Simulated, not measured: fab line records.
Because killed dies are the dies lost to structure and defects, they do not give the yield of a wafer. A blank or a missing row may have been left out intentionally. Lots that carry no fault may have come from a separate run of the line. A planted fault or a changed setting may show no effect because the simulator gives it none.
fab line records + flow nand-harc
record:
- lots: 15
- wafers: 45
- last-day: 34
route steps=1302 shown A_DECK1_JOINT@518
lots that met no fault: taken from a fault-free run of the same line
start-h: hours from the record's opening day to when the first of the lot's shown wafers began + wait-h: hours elapsed since this lot's preceding step + " as in the row above + L1.1+2: one row covering several wafers at once + - no value, or no start was given + * or withheld: withheld + < > ~ a bound
route shown NAME@n: NAME is a module with steps in the file, n the number in the route of the first one + usual: the fault-free wafers' mean and standard deviation + same: alike in all rows + chamber/n: place in a boat + sites: the reading at each site + _std_site: how widely they spread, as a standard deviation + _edge_site: the outer-site mean with the inner-site mean subtracted + radius-mm: for every site, how far away it sits from the centre of the wafer + mask NAME#n: copy n + behind: the most recent tool/chamber to have shaped the wafer + hold: what put the lot on hold/how long, in hours/how the hold closed + device: the n, p or np transistor that did not switch + end of line: tests run on the same wafers once the route is complete + where a step has no rows: the recipe by itself + killed: at the first sort, the dies lost to defects and structure; wafer yield is something else + map: per-die view of a wafer (x killed, . not killed, _ where there is no die)
set.NAME: the setting the step ran with; set.NAME@STEP: the setting that earlier step ran with + model.NAME: the simulator's own value behind a step, which no gauge read
route steps across a sampled set of lots; one table per step, one row per wafer
services: from which hour (start-h, from the record's first day; less than 0 if before it) a tool's chamber was out of use, for how many hours, and why
== steps ==
step: NHARC_A_DECK1_JOINT_ETCHBACK_07
recipe:
- target-depth-a: 1050
- time-s: 26.9
- hbr-flow-sccm: 150
- rf-w: 350
- icp-w: 350
- bias-w: 60
- chemistry: HBr
usual:
- drypump-motor-current-A: 6.0/0.5
- oes-product-au: 1.000/0.012
- throttle-valve-pct: 23.264/0.0083
| lot.wafer | tool      | chamber | start-h | wait-h | drypump-motor-current-A | oes-product-au | rf-hours-counter-h | throttle-valve-pct |
|-----------|-----------|---------|---------|--------|-------------------------|----------------|--------------------|--------------------|
| L877.3    | rie-si-04 | 0       | 241.98  | 0.1    | 6.2                     | 1.001          | 0.40               | 23.252             |
| L877.1    | "         | 2       | "       | "      | 6.7                     | 0.989          | 0.54               | 23.272             |
| L877.6    | "         | 0       | "       | "      | 6.2                     | 0.994          | -                  | 23.265             |
| L878.1    | rie-si-04 | 1       | 251.56  | 0.1    | 5.4                     | 1.005          | 0.54               | 23.252             |
| L878.2    | "         | 2       | "       | "      | 6.7                     | 0.989          | 0.56               | 23.257             |
| L878.5    | "         | 1       | "       | "      | 5.4                     | 0.994          | -                  | 23.272             |
| L879.3    | rie-si-04 | 0       | 266.48  | 0.1    | 6.2                     | 0.985          | 0.53               | 23.252             |
| L879.2    | "         | 1       | "       | "      | 5.4                     | 1.003          | 0.62               | 23.262             |
| L879.5    | "         | 0       | "       | "      | 6.2                     | 0.982          | -                  | 23.269             |
| L880.1    | rie-si-03 | 0       | 266.48  | 0.1    | 6.7                     | 0.975          | 0.28               | 23.259             |
| L880.2    | "         | 2       | "       | "      | 5.3                     | 0.987          | 0.29               | 23.275             |
| L880.3    | "         | 3       | "       | "      | 5.2                     | 1.000          | 0.21               | 23.265             |
| L887.3    | rie-si-05 | 0       | 332.62  | 0.1    | 5.7                     | 0.989          | 0.15               | 23.259             |
| L887.6    | "         | 0       | "       | "      | 5.7                     | 1.002          | -                  | 23.266             |
| L887.5    | "         | 1       | "       | "      | 6.2                     | 0.991          | -                  | 23.260             |
| L889.1    | rie-si-03 | 3       | 349.93  | 0.1    | 5.2                     | 1.007          | 0.84               | 23.268             |
| L889.5    | "         | 2       | "       | "      | 5.3                     | 0.991          | -                  | 23.250             |
| L889.6    | "         | 3       | "       | "      | 5.2                     | 1.008          | -                  | 23.260             |
| L888.1    | rie-si-05 | 1       | 349.94  | 0.1    | 6.2                     | 0.993          | 0.29               | 23.281             |
| L888.5    | "         | 0       | "       | "      | 5.7                     | 1.001          | -                  | 23.281             |
| L888.6    | "         | 1       | "       | "      | 6.2                     | 0.994          | -                  | 23.259             |
| L890.3    | rie-si-05 | 3       | 361.73  | 0.1    | 5.8                     | 1.014          | 0.38               | 23.267             |
| L890.1    | "         | 2       | "       | "      | 6.0                     | 0.991          | 0.31               | 23.260             |
| L890.6    | "         | 0       | "       | "      | 5.8                     | 1.009          | -                  | 23.270             |
| L892.3    | rie-si-04 | 0       | 385.26  | 0.1    | 6.2                     | 1.019          | 0.13               | 23.260             |
| L892.6    | "         | 1       | "       | "      | 5.4                     | 1.010          | -                  | 23.273             |
| L892.5    | "         | 2       | "       | "      | 6.7                     | 0.994          | -                  | 23.262             |
| L894.3    | rie-si-04 | 3       | 405.00  | 0.1    | 6.6                     | 0.989          | 0.24               | 23.280             |
| L894.5    | "         | 3       | "       | "      | 6.6                     | 0.992          | -                  | 23.257             |
| L894.6    | "         | 0       | "       | "      | 6.2                     | 1.017          | -                  | 23.258             |
| L896.3    | rie-si-04 | 0       | 428.54  | 0.1    | 6.2                     | 1.024          | 0.43               | 23.253             |
| L896.1    | "         | 1       | "       | "      | 5.4                     | 1.028          | 0.48               | 23.267             |
| L896.6    | "         | 3       | "       | "      | 6.6                     | 0.993          | -                  | 23.259             |
| L897.4    | rie-si-03 | 3       | 441.82  | 0.1    | 5.2                     | 1.018          | 0.14               | 23.262             |
| L897.2    | "         | 0       | "       | "      | 6.7                     | 1.006          | 0.32               | 23.269             |
| L897.6    | "         | 2       | "       | "      | 5.3                     | 0.998          | -                  | 23.275             |
| L898.2    | rie-si-04 | 2       | 453.42  | 0.1    | 6.7                     | 1.010          | 0.69               | 23.265             |
| L898.3    | "         | 3       | "       | "      | 6.6                     | 0.994          | 0.61               | 23.265             |
| L898.5    | "         | 1       | "       | "      | 5.4                     | 1.034          | -                  | 23.267             |
| L899.2    | rie-si-05 | 0       | 463.06  | 0.1    | 5.7                     | 1.003          | 0.99               | 23.265             |
| L899.3    | "         | 1       | "       | "      | 6.2                     | 0.997          | 0.90               | 23.264             |
| L899.1    | "         | 2       | "       | "      | 6.0                     | 1.005          | 0.90               | 23.263             |
| L900.4    | rie-si-04 | 0       | 472.65  | 0.1    | 6.2                     | 0.994          | 0.60               | 23.265             |
| L900.2    | "         | 2       | "       | "      | 6.7                     | 0.990          | 0.75               | 23.273             |
| L900.6    | "         | 0       | "       | "      | 6.2                     | 0.996          | -                  | 23.250             |
step: NHARC_A_DECK1_JOINT_ETCHBACK_00
recipe:
- target-depth-a: 300
- time-s: 17.4
- hbr-flow-sccm: 150
- rf-w: 350
- icp-w: 350
- bias-w: 60
- chemistry: HBr
usual:
- drypump-motor-current-A: 5.9/0.55
- oes-product-au: 1.001/0.011
- throttle-valve-pct: 23.266/0.0087
| lot.wafer | tool      | chamber | start-h | wait-h | drypump-motor-current-A | oes-product-au | rf-hours-counter-h | throttle-valve-pct |
|-----------|-----------|---------|---------|--------|-------------------------|----------------|--------------------|--------------------|
| L877.1    | rie-si-03 | 0       | 255.88  | 0.1    | 6.7                     | 0.992          | 0.2                | 23.260             |
| L877.3    | "         | 2       | "       | "      | 5.3                     | 0.999          | 0.2                | 23.251             |
| L877.6    | "         | 3       | "       | "      | 5.2                     | 1.007          | -                  | 23.271             |
| L878.2    | rie-si-03 | 1       | 262.23  | 0.1    | 5.7                     | 0.990          | 0.3                | 23.261             |
| L878.1    | "         | 3       | "       | "      | 5.2                     | 0.994          | 0.2                | 23.269             |
| L878.5    | "         | 1       | "       | "      | 5.8                     | 0.983          | -                  | 23.270             |
| L879.2    | rie-si-05 | 1       | 276.96  | 0.1    | 6.2                     | 0.995          | 0.8                | 23.272             |
| L879.3    | "         | 2       | "       | "      | 6.0                     | 1.007          | 0.8                | 23.264             |
| L879.5    | "         | 1       | "       | "      | 6.2                     | 0.993          | -                  | 23.255             |
| L880.2    | rie-si-03 | 3       | 276.96  | 0.1    | 5.2                     | 1.004          | 0.3                | 23.268             |
| L880.3    | "         | 0       | "       | "      | 6.7                     | 0.983          | 0.3                | 23.262             |
| L880.1    | "         | 2       | "       | "      | 5.3                     | 0.983          | 0.4                | 23.275             |
| L887.3    | rie-si-03 | 2       | 343.30  | 0.1    | 5.3                     | 0.992          | 0.8                | 23.271             |
| L887.5    | "         | 1       | "       | "      | 5.8                     | 0.998          | -                  | 23.270             |
| L887.6    | "         | 2       | "       | "      | 5.3                     | 0.986          | -                  | 23.279             |
| L888.1    | rie-si-03 | 0       | 360.44  | 0.1    | 6.7                     | 0.995          | 1.0                | 23.268             |
| L888.5    | "         | 3       | "       | "      | 5.2                     | 0.999          | -                  | 23.254             |
| L888.6    | "         | 0       | "       | "      | 6.7                     | 0.990          | -                  | 23.272             |
| L889.1    | rie-si-04 | 0       | 360.44  | 0.1    | 6.2                     | 1.026          | 0.0                | 23.266             |
| L889.6    | "         | 2       | "       | "      | 6.7                     | 0.999          | -                  | 23.258             |
| L889.5    | "         | 3       | "       | "      | 6.6                     | 1.015          | -                  | 23.271             |
| L890.1    | rie-si-03 | 2       | 372.23  | 0.1    | 5.3                     | 0.992          | 1.0                | 23.264             |
| L890.3    | "         | 3       | "       | "      | 5.2                     | 1.007          | 1.0                | 23.258             |
| L890.6    | "         | 2       | "       | "      | 5.3                     | 0.993          | -                  | 23.261             |
| L892.3    | rie-si-03 | 2       | 395.89  | 0.1    | 5.3                     | 0.992          | 1.2                | 23.266             |
| L892.5    | "         | 2       | "       | "      | 5.3                     | 0.980          | -                  | 23.275             |
| L892.6    | "         | 3       | "       | "      | 5.2                     | 0.996          | -                  | 23.271             |
| L894.3    | rie-si-03 | 1       | 415.57  | 0.1    | 5.7                     | 0.987          | 0.1                | 23.260             |
| L894.5    | "         | 0       | "       | "      | 6.7                     | 0.994          | -                  | 23.263             |
| L894.6    | "         | 1       | "       | "      | 5.8                     | 0.991          | -                  | 23.255             |
| L896.1    | rie-si-04 | 3       | 439.06  | 0.1    | 6.6                     | 0.993          | 0.5                | 23.288             |
| L896.3    | "         | 0       | "       | "      | 6.2                     | 1.003          | 0.5                | 23.273             |
| L896.6    | "         | 2       | "       | "      | 6.7                     | 0.992          | -                  | 23.282             |
| L897.2    | rie-si-05 | 2       | 452.28  | 0.1    | 6.0                     | 0.996          | 0.9                | 23.270             |
| L897.4    | "         | 1       | "       | "      | 6.2                     | 0.982          | 0.9                | 23.272             |
| L897.6    | "         | 3       | "       | "      | 5.8                     | 1.014          | -                  | 23.278             |
| L898.3    | rie-si-04 | 3       | 464.33  | 0.1    | 6.6                     | 0.988          | 0.6                | 23.266             |
| L898.2    | "         | 2       | "       | "      | 6.6                     | 1.001          | 0.7                | 23.271             |
| L898.5    | "         | 3       | "       | "      | 6.6                     | 0.997          | -                  | 23.259             |
| L899.1    | rie-si-03 | 1       | 473.90  | 0.1    | 5.7                     | 1.001          | 0.5                | 23.257             |
| L899.3    | "         | 3       | "       | "      | 5.2                     | 1.022          | 0.4                | 23.279             |
| L899.2    | "         | 0       | "       | "      | 6.7                     | 1.013          | 0.5                | 23.260             |
| L900.2    | rie-si-03 | 3       | 483.59  | 0.1    | 5.2                     | 1.022          | 0.5                | 23.278             |
| L900.4    | "         | 0       | "       | "      | 6.7                     | 1.005          | 0.6                | 23.261             |
| L900.6    | "         | 1       | "       | "      | 5.8                     | 1.009          | -                  | 23.271             |
step: NHARC_A_DECK1_JOINT_ANNEAL_29
recipe:
- temp-c: 750
- time-s: 1800
- idle-temp-c: 500
- ramp-up-c-per-min: 10
- ramp-down-c-per-min: 3
usual:
- ramp-down-c-per-min: 3.0000/0.00054
- ramp-up-c-per-min: 9.9998/0.0017
- spike-tc-centre-C: 751.0/1.1
- spike-tc-lower-C: 751.5/0.99
- zone-power-upper-pct: 14.1/1.2
| lot.wafer | tool       | chamber | start-h | wait-h | ramp-down-c-per-min | ramp-up-c-per-min | spike-tc-centre-C | spike-tc-lower-C | zone-power-upper-pct |
|-----------|------------|---------|---------|--------|---------------------|-------------------|-------------------|------------------|----------------------|
| L877.1    | furnace-03 | 0       | 278.28  | 7.9    | 2.9995              | 10.000            | 750.8             | 753.0            | 14.8                 |
| L877.3    | "          | 0       | "       | "      | 3.0000              | 9.9997            | 751.7             | 750.6            | 14.8                 |
| L877.6    | "          | 0       | "       | "      | 2.9996              | 10.001            | 751.8             | 752.7            | 14.5                 |
| L878.1    | furnace-04 | 0       | 287.46  | 4.3    | 3.0000              | 10.001            | 751.9             | 750.6            | 12.3                 |
| L878.2    | "          | 0       | "       | "      | 2.9997              | 9.9996            | 752.2             | 750.8            | 12.2                 |
| L878.5    | "          | 0       | "       | "      | 3.0007              | 9.9988            | 752.8             | 750.2            | 12.3                 |
| L879.2    | furnace-03 | 0       | 295.46  | 2.6    | 3.0006              | 10.000            | 751.3             | 752.2            | 14.9                 |
| L879.3    | "          | 0       | "       | "      | 3.0007              | 10.000            | 751.4             | 751.3            | 14.8                 |
| L879.5    | "          | 0       | "       | "      | 3.0002              | 9.9999            | 750.7             | 752.9            | 14.7                 |
| L880.1    | furnace-03 | 0       | 295.46  | 2.6    | 3.0009              | 10.001            | 749.9             | 752.4            | 14.8                 |
| L880.2    | "          | 0       | "       | "      | 3.0000              | 9.9966            | 751.2             | 751.2            | 14.6                 |
| L880.3    | "          | 0       | "       | "      | 3.0004              | 10.000            | 751.8             | 753.3            | 14.6                 |
| L887.3    | furnace-03 | -       | 365.30  | 5.4    | -                   | -                 | -                 | -                | -                    |
| L887.5    | "          | -       | "       | "      | -                   | -                 | -                 | -                | -                    |
| L887.6    | "          | -       | "       | "      | -                   | -                 | -                 | -                | -                    |
| L888.1    | furnace-03 | -       | 383.84  | 5.3    | -                   | -                 | -                 | -                | -                    |
| L888.5    | "          | -       | "       | "      | -                   | -                 | -                 | -                | -                    |
| L888.6    | "          | -       | "       | "      | -                   | -                 | -                 | -                | -                    |
| L889.1    | furnace-03 | -       | 383.84  | 5.3    | -                   | -                 | -                 | -                | -                    |
| L889.5    | "          | -       | "       | "      | -                   | -                 | -                 | -                | -                    |
| L889.6    | "          | -       | "       | "      | -                   | -                 | -                 | -                | -                    |
| L890.1    | furnace-04 | 0       | 395.67  | 3.4    | 3.0001              | 10.001            | 751.8             | 751.3            | 12.2                 |
| L890.3    | "          | 0       | "       | "      | 2.9993              | 9.9966            | 753.2             | 752.4            | 12.3                 |
| L890.6    | "          | 0       | "       | "      | 3.0003              | 10.002            | 751.7             | 749.9            | 12.1                 |
| L892.3    | furnace-03 | 0       | 414.00  | 3.8    | 3.0000              | 9.9999            | 751.0             | 753.3            | 15.2                 |
| L892.5    | "          | 0       | "       | "      | 2.9998              | 9.9982            | 749.0             | 751.9            | 15.0                 |
| L892.6    | "          | 0       | "       | "      | 3.0002              | 9.9995            | 752.2             | 752.0            | 14.6                 |
| L894.3    | furnace-03 | 0       | 434.96  | 3.9    | 3.0003              | 10.001            | 750.9             | 749.5            | 14.7                 |
| L894.5    | "          | 0       | "       | "      | 2.9996              | 9.9994            | 752.0             | 750.9            | 14.8                 |
| L894.6    | "          | 0       | "       | "      | 3.0001              | 9.9967            | 751.7             | 751.2            | 14.6                 |
| L896.1    | furnace-06 | 0       | 463.27  | 4.1    | 2.9998              | 9.9985            | 751.8             | 751.4            | 11.2                 |
| L896.3    | "          | 0       | "       | "      | 2.9998              | 10.000            | 752.0             | 750.7            | 11.1                 |
| L896.6    | "          | 0       | "       | "      | 2.9988              | 10.001            | 751.9             | 748.4            | 11.0                 |
| L897.2    | furnace-03 | 0       | 472.17  | 2.6    | 2.9989              | 9.9992            | 750.7             | 751.1            | 14.9                 |
| L897.4    | "          | 0       | "       | "      | 2.9993              | 9.9972            | 749.5             | 752.7            | 14.7                 |
| L897.6    | "          | 0       | "       | "      | 3.0005              | 10.000            | 750.2             | 750.3            | 14.7                 |
| L898.2    | furnace-03 | 0       | 482.03  | 2.6    | 3.0002              | 10.001            | 750.5             | 752.7            | 14.9                 |
| L898.3    | "          | 0       | "       | "      | 3.0011              | 10.002            | 749.3             | 752.2            | 14.7                 |
| L898.5    | "          | 0       | "       | "      | 2.9999              | 9.9989            | 752.4             | 751.1            | 14.8                 |
| L899.1    | furnace-03 | 0       | 494.86  | 3.3    | 2.9998              | 9.9995            | 749.1             | 749.5            | 14.7                 |
| L899.2    | "          | 0       | "       | "      | 3.0002              | 10.001            | 750.9             | 751.3            | 14.4                 |
| L899.3    | "          | 0       | "       | "      | 3.0001              | 9.9986            | 751.8             | 750.8            | 14.9                 |
| L900.2    | furnace-03 | 0       | 510.04  | 11.1   | 3.0003              | 10.001            | 751.9             | 750.3            | 15.1                 |
| L900.4    | "          | 0       | "       | "      | 2.9996              | 9.9980            | 750.7             | 751.6            | 14.7                 |
| L900.6    | "          | 0       | "       | "      | 3.0006              | 9.9984            | 751.0             | 750.2            | 14.8                 |
step: NHARC_A_DECK1_JOINT_THK_MEAS_17
recipe:
- thk-meas-gauge: ellipsometry
usual:
- thk-nm: 44.7/1.3
| lot.wafer | tool          | chamber | start-h | wait-h | thk-nm |
|-----------|---------------|---------|---------|--------|--------|
| L877.1    | film-metro-02 | -       | 281.62  | 0.3    | 43.0   |
| L877.3    | "             | -       | "       | "      | 44.8   |
| L877.6    | "             | -       | "       | "      | 42.9   |
| L878.1    | film-metro-01 | -       | 290.84  | 0.2    | 44.9   |
| L878.2    | "             | -       | "       | "      | 45.7   |
| L878.5    | "             | -       | "       | "      | 44.4   |
| L880.1    | film-metro-02 | -       | 298.79  | 0.3    | 45.3   |
| L880.2    | "             | -       | "       | "      | 44.4   |
| L880.3    | "             | -       | "       | "      | 44.6   |
| L879.2    | film-metro-01 | -       | 298.80  | 0.3    | 44.6   |
| L879.3    | "             | -       | "       | "      | 42.7   |
| L879.5    | "             | -       | "       | "      | 44.4   |
| L887.3    | film-metro-02 | -       | 368.60  | 0.2    | 44.9   |
| L887.5    | "             | -       | "       | "      | 46.2   |
| L887.6    | "             | -       | "       | "      | 42.9   |
| L889.1    | film-metro-01 | -       | 387.16  | 0.2    | 44.4   |
| L889.5    | "             | -       | "       | "      | 46.1   |
| L889.6    | "             | -       | "       | "      | 46.3   |
| L888.1    | film-metro-01 | -       | 387.18  | 0.2    | 42.6   |
| L888.5    | "             | -       | "       | "      | 46.4   |
| L888.6    | "             | -       | "       | "      | 44.9   |
| L890.1    | film-metro-01 | -       | 399.01  | 0.2    | 42.3   |
| L890.3    | "             | -       | "       | "      | 44.5   |
| L890.6    | "             | -       | "       | "      | 44.3   |
| L892.3    | film-metro-01 | -       | 417.48  | 0.3    | 45.6   |
| L892.5    | "             | -       | "       | "      | 43.9   |
| L892.6    | "             | -       | "       | "      | 44.8   |
| L894.3    | film-metro-02 | -       | 438.36  | 0.2    | 45.6   |
| L894.5    | "             | -       | "       | "      | 45.4   |
| L894.6    | "             | -       | "       | "      | 44.7   |
| L896.1    | film-metro-02 | -       | 466.62  | 0.3    | 44.1   |
| L896.3    | "             | -       | "       | "      | 43.8   |
| L896.6    | "             | -       | "       | "      | 46.1   |
| L897.2    | film-metro-02 | -       | 475.47  | 0.2    | 44.4   |
| L897.4    | "             | -       | "       | "      | 43.5   |
| L897.6    | "             | -       | "       | "      | 47.5   |
| L898.2    | film-metro-01 | -       | 485.40  | 0.2    | 45.1   |
| L898.3    | "             | -       | "       | "      | 42.8   |
| L898.5    | "             | -       | "       | "      | 44.3   |
| L899.1    | film-metro-01 | -       | 498.23  | 0.2    | 43.5   |
| L899.2    | "             | -       | "       | "      | 43.0   |
| L899.3    | "             | -       | "       | "      | 44.5   |
| L900.2    | film-metro-02 | -       | 513.35  | 0.3    | 44.2   |
| L900.4    | "             | -       | "       | "      | 45.5   |
| L900.6    | "             | -       | "       | "      | 43.6   |
== services ==
| tool       | chamber | start-h | hours | kind       |
|------------|---------|---------|-------|------------|
| rie-si-03  | -       | 221.00  | 9.0   | pm         |
| rie-si-03  | 0       | 221.00  | 9.0   | vent-cycle |
| rie-si-03  | 1       | 221.00  | 9.0   | vent-cycle |
| rie-si-03  | 2       | 221.00  | 9.0   | vent-cycle |
| rie-si-03  | 3       | 221.00  | 9.0   | vent-cycle |
| rie-si-03  | 0       | 230.00  | -     | clean      |
| rie-si-03  | 1       | 230.00  | -     | clean      |
| rie-si-03  | 2       | 230.00  | -     | clean      |
| rie-si-03  | 3       | 230.00  | -     | clean      |
| rie-si-05  | 0       | 276.15  | 3.7   | repair     |
| furnace-03 | -       | 297.76  | 26.0  | pm         |
| rie-si-05  | -       | 305.00  | 9.0   | pm         |
| rie-si-04  | -       | 342.00  | 9.0   | pm         |
| rie-si-03  | 1       | 354.37  | 15.3  | repair     |
| rie-si-03  | -       | 398.00  | 9.0   | pm         |
| rie-si-03  | 0       | 398.00  | 9.0   | vent-cycle |
| rie-si-03  | 1       | 398.00  | 9.0   | vent-cycle |
| rie-si-03  | 2       | 398.00  | 9.0   | vent-cycle |
| furnace-03 | -       | 437.63  | 17.7  | repair     |
| rie-si-05  | 1       | 440.05  | 3.7   | repair     |
| rie-si-03  | 2       | 447.94  | 8.2   | repair     |
| rie-si-03  | 1       | 453.38  | 11.0  | repair     |
| rie-si-03  | -       | 480.10  | 2.0   | repair     |
| rie-si-05  | -       | 482.00  | 9.0   | pm         |
== key ==
first-sign:
- step: NHARC_A_DECK1_JOINT_ANNEAL_29
- reading: tool-record
- direction: missing
effect none on later readings
met-at NHARC_A_DECK1_JOINT_ANNEAL_29
struck-lots L887,L888,L889
later-rows-left-out L887.3,L887.5,L887.6,L888.1,L888.5,L888.6,L889.1,L889.5,L889.6
sort-left-out L887.3,L887.5,L887.6,L888.1,L888.5,L888.6,L889.1,L889.5,L889.6
tester-left-out L887,L888,L889
not-acting-at NHARC_A_DECK1_JOINT_ETCHBACK_07,NHARC_A_DECK1_JOINT_ETCHBACK_00,NHARC_A_DECK1_JOINT_THK_MEAS_17
onset-between 295.46 365.30
fault:
- kind: skipped-step-whole
- tool: furnace-03
- chamber: -
- onset-h: 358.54
- steps: NHARC_A_DECK1_JOINT_ANNEAL_29
- scope: struck-lots-only
tester-left-out: of these lots the tester's yield and bins aren't shown, on N5 and GAA mostly nor the transistor test; their killed dies are dies lost to structure and defects alone, not to doping, threshold or leakage, so they don't give the yield
sort-left-out: the simulated sort isn't trusted on such a fault, so these wafers' sort isn't shown, and their yield isn't known
later-rows-left-out: the simulator's readings of these wafers behind a module that went badly wrong aren't trusted and aren't shown, but for the sort
